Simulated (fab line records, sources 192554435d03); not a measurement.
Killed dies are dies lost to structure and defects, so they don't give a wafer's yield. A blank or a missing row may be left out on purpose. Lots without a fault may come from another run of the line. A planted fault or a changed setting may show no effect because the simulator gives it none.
Chamber matching | flow n5_finfet | N5_MOL_CONTACT_COAG_ETCH_110 on rie_diel-06: 4 sister chambers
The step etches Si in CF4/O2, target depth 2.5 nm, time 8 s. 4 wafers are shown with their chamber, then 8 later ones without.

WAFERS WITH THEIR CHAMBER
wafer  | chamber | showerhead_plenum_p_Torr (Torr)
L076.5 | 1       | 2.29
L083.4 | 2       | 2.13
L085.6 | 0       | 2.26
L088.1 | 3       | 2.19

WAFERS WITHOUT THEIR CHAMBER
wafer  | showerhead_plenum_p_Torr (Torr)
L088.2 | 2.25
L088.4 | 2.19
L089.1 | 2.12
L089.4 | 2.25
L089.6 | 2.12
L092.2 | 2.12
L092.4 | 2.12
L092.6 | 2.12

WHICH CHAMBER EACH WENT THROUGH
wafer  | from the rows above | in truth
L088.2 | 0                   | 0
L088.4 | 3                   | 3
L089.1 | 2                   | 2
L089.4 | 0                   | 0
L089.6 | 2                   | 2
L092.2 | 2                   | 2
L092.4 | 2                   | 2
L092.6 | 2                   | 2
Placed correctly: 8 of 8. Can't be placed from these rows: 0. Placed wrongly: 0.
How it was worked out, from the rows above alone: a wafer's distance from a chamber is the root of the sum, over the readings, of the square of ((its reading less the chamber's mean) divided by the reading's scatter). The wafer belongs to the nearest chamber; if the next one is less than 2 further off, it can't be placed. A chamber's mean is the mean of its shown wafers. The scatter: with one shown wafer a chamber, the root of the mean of the squares of how far each hidden wafer lies from its nearest shown one.
